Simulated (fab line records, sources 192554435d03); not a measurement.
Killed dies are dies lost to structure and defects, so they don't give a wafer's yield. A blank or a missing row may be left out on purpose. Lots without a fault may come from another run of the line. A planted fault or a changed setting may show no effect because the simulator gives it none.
Chamber matching | flow n5_finfet | N5_BEOL_M6_STRIP_67 on rie_diel-04: 4 sister chambers
The step strips in CF4. 16 wafers are shown with their chamber, then 8 later ones without.

WAFERS WITH THEIR CHAMBER
wafer  | chamber | showerhead_plenum_p_Torr (Torr) | drypump_motor_current_A (A) | throttle_valve_pct (%)
L074.4 | 1       | 1.84                            | 6.5                         | 13.97
L074.5 | 3       | 1.79                            | 6.2                         | 13.93
L074.6 | 2       | 1.79                            | 6.0                         | 13.97
L075.1 | 2       | 1.79                            | 6.1                         | 13.98
L075.3 | 3       | 1.79                            | 6.2                         | 13.94
L075.6 | 2       | 1.79                            | 6.1                         | 13.97
L082.2 | 3       | 1.79                            | 6.2                         | 13.95
L082.3 | 0       | 1.84                            | 6.3                         | 13.81
L082.6 | 3       | 1.79                            | 6.3                         | 13.98
L087.1 | 2       | 1.79                            | 6.1                         | 14.01
L087.2 | 1       | 1.84                            | 6.4                         | 13.50
L087.3 | 3       | 1.79                            | 6.3                         | 13.97
L088.1 | 1       | 1.84                            | 6.5                         | 13.48
L088.4 | 1       | 1.84                            | 6.5                         | 13.48
L088.5 | 2       | 1.78                            | 6.1                         | 14.05
L090.3 | 0       | 1.84                            | 6.2                         | 13.24

SIGNATURES (means of the wafers above)
reading                  | chamber 0 | chamber 1 | chamber 2 | chamber 3 | scatter within a chamber
showerhead_plenum_p_Torr | 1.8400    | 1.8400    | 1.7880    | 1.7900    | 0.00258
drypump_motor_current_A  | 6.250     | 6.475     | 6.080     | 6.240     | 0.052
throttle_valve_pct       | 13.5250   | 13.6075   | 13.9960   | 13.9540   | 0.169
Rule: a wafer's distance from a chamber is the root of the sum, over the readings, of the square of ((its reading less the chamber's mean) divided by the reading's scatter). The wafer belongs to the nearest chamber; if the next one is less than 2 further off, it can't be placed. The scatter: the root of (the sum of the squares of (reading less its chamber's mean) over the shown wafers, divided by (wafers less chambers)).

WAFERS WITHOUT THEIR CHAMBER
wafer  | showerhead_plenum_p_Torr (Torr) | drypump_motor_current_A (A) | throttle_valve_pct (%)
L090.4 | 1.78                            | 6.1                         | 14.05
L090.6 | 1.84                            | 6.3                         | 13.26
L095.1 | 1.78                            | 6.1                         | 14.09
L095.4 | 1.78                            | 6.3                         | 14.03
L095.5 | 1.78                            | 6.1                         | 14.08
L093.3 | 1.78                            | 6.1                         | 14.10
L093.4 | 1.83                            | 6.5                         | 13.52
L093.6 | 1.84                            | 6.2                         | 13.29

WHICH CHAMBER EACH WENT THROUGH
wafer  | from the rows above     | in truth
L090.4 | can't be placed: 2 or 3 | 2
L090.6 | 0                       | 0
L095.1 | can't be placed: 2 or 3 | 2
L095.4 | can't be placed: 3 or 2 | 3
L095.5 | can't be placed: 2 or 3 | 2
L093.3 | can't be placed: 2 or 3 | 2
L093.4 | 1                       | 1
L093.6 | 0                       | 0
Placed correctly: 3 of 8. Can't be placed from these rows: 5 (the true chamber is among the candidates in 5). Placed wrongly: 0.
